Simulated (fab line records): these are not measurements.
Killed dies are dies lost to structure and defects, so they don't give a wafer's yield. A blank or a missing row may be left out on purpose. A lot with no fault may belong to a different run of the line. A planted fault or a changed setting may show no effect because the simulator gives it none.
Split-lot experiment / flow n5 finfet / route with 1938 steps; 7 lots, 21 wafers read

## ABOUT THE SPLIT
At N5_BEOL_M8_TRENCH_ETCH_37 (etches SiCOH lowk in C4F6/O2, target depth 93.478 nm, time 31.2 s), the setting time s was moved away from the recipe's 31.2 s on 8 of the 21 wafers read, by -16.1% to +20.6%. For the rest of the wafers, this setting stayed at what the recipe calls for.

## FROM THE SPLIT TO THE READING: what the file shows between them, 12 steps
- N5_BEOL_M8_ETCH_41: etches SiCN in CH3F/O2, target depth 31.9 nm, time 57.8 s
- N5_BEOL_M8_STRIP_80: strips in N2/H2, time 10 s
- N5_BEOL_M8_OCD_MEAS_38
- N5_BEOL_M8_ALD_77: deposits TaN, target thk 2 nm, pulse time 2 s, purge time 3 s (also split here: ald cycles)
- N5_BEOL_M8_SURFACE_TREAT_79
- N5_BEOL_M8_CVD_78: deposits Co from CCTBA/H2, target thk 2 nm, time 142.3 s
- N5_BEOL_M8_ECD_50: material Cu, target thk 300 nm
- N5_BEOL_M8_ANNEAL_51: time 90 s
- N5_BEOL_M8_CMP_52: polishes, stops on SiCOH lowk, t overpolish 6.9 s, target thk 80 nm
- N5_BEOL_M8_THK_MEAS_53: measures by xrf
- N5_BEOL_M8_PRE_CLEAN_55: time 15 s
- N5_BEOL_M8_DEP_56: deposits SiCN from 3MS/NH3, target thk 10 nm, time 17.5 s

## THE READING
Measured at N5_BEOL_M8_RS_MEAS_57 by four-point probe: M8_RS, in ohm/sq. Fault-free wafers of this fab line usually give 0.286 ohm/sq, standard deviation 0.0076 ohm/sq.

wafer=L074.4; tool, chamber at the split=rie diel-06, 2; time s as run, s=31.2; against the recipe=recipe; M8_RS, ohm/sq=0.279; against lot-mates on the recipe=-
wafer=L074.5; tool, chamber at the split=rie diel-06, 0; time s as run, s=31.2; against the recipe=recipe; M8_RS, ohm/sq=0.285; against lot-mates on the recipe=-
wafer=L074.6; tool, chamber at the split=rie diel-06, 1; time s as run, s=31.2; against the recipe=recipe; M8_RS, ohm/sq=0.280; against lot-mates on the recipe=-
wafer=L075.2; tool, chamber at the split=rie diel-03, 3; time s as run, s=37.59; against the recipe=+20.5%; M8_RS, ohm/sq=0.215; against lot-mates on the recipe=-0.058
wafer=L075.3; tool, chamber at the split=rie diel-03, 1; time s as run, s=31.2; against the recipe=recipe; M8_RS, ohm/sq=0.274; against lot-mates on the recipe=-
wafer=L075.6; tool, chamber at the split=rie diel-03, 1; time s as run, s=31.2; against the recipe=recipe; M8_RS, ohm/sq=0.271; against lot-mates on the recipe=-
wafer=L076.3; tool, chamber at the split=rie diel-05, 2; time s as run, s=31.2; against the recipe=recipe; M8_RS, ohm/sq=0.282; against lot-mates on the recipe=-
wafer=L076.5; tool, chamber at the split=rie diel-05, 1; time s as run, s=33.41; against the recipe=+7.1%; M8_RS, ohm/sq=0.271; against lot-mates on the recipe=-0.014
wafer=L076.6; tool, chamber at the split=rie diel-05, 0; time s as run, s=31.2; against the recipe=recipe; M8_RS, ohm/sq=0.289; against lot-mates on the recipe=-
wafer=L080.1; tool, chamber at the split=rie diel-05, 3; time s as run, s=26.17; against the recipe=-16.1%; M8_RS, ohm/sq=0.368; against lot-mates on the recipe=no lot-mate on the recipe
wafer=L080.5; tool, chamber at the split=rie diel-05, 3; time s as run, s=26.17; against the recipe=-16.1%; M8_RS, ohm/sq=0.367; against lot-mates on the recipe=no lot-mate on the recipe
wafer=L080.6; tool, chamber at the split=rie diel-05, 0; time s as run, s=26.17; against the recipe=-16.1%; M8_RS, ohm/sq=0.371; against lot-mates on the recipe=no lot-mate on the recipe
wafer=L085.3; tool, chamber at the split=rie diel-05, 2,3; time s as run, s=37.63; against the recipe=+20.6%; M8_RS, ohm/sq=0.217; against lot-mates on the recipe=-0.059
wafer=L085.4; tool, chamber at the split=rie diel-05, 2,3; time s as run, s=37.63; against the recipe=+20.6%; M8_RS, ohm/sq=0.214; against lot-mates on the recipe=-0.062
wafer=L085.5; tool, chamber at the split=rie diel-05, 2; time s as run, s=31.2; against the recipe=recipe; M8_RS, ohm/sq=0.276; against lot-mates on the recipe=-
wafer=L086.1; tool, chamber at the split=rie diel-03, 2; time s as run, s=31.2; against the recipe=recipe; M8_RS, ohm/sq=0.282; against lot-mates on the recipe=-
wafer=L086.2; tool, chamber at the split=rie diel-03, 0; time s as run, s=31.2; against the recipe=recipe; M8_RS, ohm/sq=0.268; against lot-mates on the recipe=-
wafer=L086.5; tool, chamber at the split=rie diel-03, 3; time s as run, s=31.2; against the recipe=recipe; M8_RS, ohm/sq=0.269; against lot-mates on the recipe=-
wafer=L097.3; tool, chamber at the split=rie diel-05, 3; time s as run, s=31.2; against the recipe=recipe; M8_RS, ohm/sq=0.285; against lot-mates on the recipe=-
wafer=L097.5; tool, chamber at the split=rie diel-05, 2; time s as run, s=28.28; against the recipe=-9.4%; M8_RS, ohm/sq=0.325; against lot-mates on the recipe=+0.047
wafer=L097.6; tool, chamber at the split=rie diel-05, 1; time s as run, s=31.2; against the recipe=recipe; M8_RS, ohm/sq=0.272; against lot-mates on the recipe=-
If several chambers appear in one row, that row covers several wafers at once and the file leaves open which wafer was in which chamber.

THE FIT
A straight line over all 21 wafers: M8_RS changes by -0.00404 ohm/sq for each +1% of time s; r = -0.96; the points scatter about the line by 0.013 ohm/sq.
The same after taking each lot's own level away (the mean of its wafers on the recipe; 18 wafers): -0.00308 ohm/sq for each +1%; r = -0.97; scatter 0.0061 ohm/sq.
On that fit, the largest move of time s shifts the reading by 0.063 ohm/sq.
Across the lots, their own levels run from 0.2725 to 0.2855 ohm/sq, a range of 1.7 times the standard deviation given above.
In other words, the slope is changed by the lot-to-lot level; the two fits disagree.
Check: for one of the wafers moved furthest among these (+20.6%), held out of the fit, the line's prediction against its lot-mates is -0.0625 ohm/sq. It came out at -0.059 ohm/sq against them.

## FURTHER SPLITS ON THESE WAFERS
These wafers also went through other splits before the reading. Each is held against what the fit with the lots' levels taken away leaves over:
other split on the same wafers=N5_BEOL_M8_ALD_77 ald cycles; wafers away from the commonest value=4; r with M8_RS (lot level and that fit taken away)=-0.07

## THE WHOLE CHAIN: every reading that the file lists as answering this split, in the file's order
step=N5_BEOL_M8_TRENCH_ETCH_37; what it does=etches SiCOH lowk in C4F6/O2, target depth 93.478 nm, time 31.2 s; reading=etch.depth nm (the simulator's own value, which no gauge read); change (the file's fit)=+0.918 nm for each +1% of the setting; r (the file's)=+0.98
step=N5_BEOL_M8_TRENCH_ETCH_37; what it does=etches SiCOH lowk in C4F6/O2, target depth 93.478 nm, time 31.2 s; reading=BEOL_M8.feature depth nm (the simulator's own value, which no gauge read); change (the file's fit)=+0.916 nm for each +1% of the setting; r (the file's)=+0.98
step=N5_BEOL_M8_OCD_MEAS_38; what it does=; reading=trench depth nm; change (the file's fit)=+0.929 nm for each +1% of the setting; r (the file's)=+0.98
step=N5_BEOL_M8_CMP_52; what it does=polishes, stops on SiCOH lowk, t overpolish 6.9 s, target thk 80 nm; reading=Cu_of_BEOL_M8_ECD_50.thk nm (the simulator's own value, which no gauge read); change (the file's fit)=+0.938 nm for each +1% of the setting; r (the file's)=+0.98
step=N5_BEOL_M8_THK_MEAS_53; what it does=measures by xrf; reading=M8_THK; change (the file's fit)=+0.928 for each +1% of the setting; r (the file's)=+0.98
step=N5_BEOL_M8_RS_MEAS_57; what it does=measures by four-point-probe; reading=M8_RS; change (the file's fit)=-0.00302 for each +1% of the setting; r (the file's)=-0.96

## THE FILE'S OWN FIT
M8_RS changes by -0.00302 ohm/sq for each +1% of time s, r = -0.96.
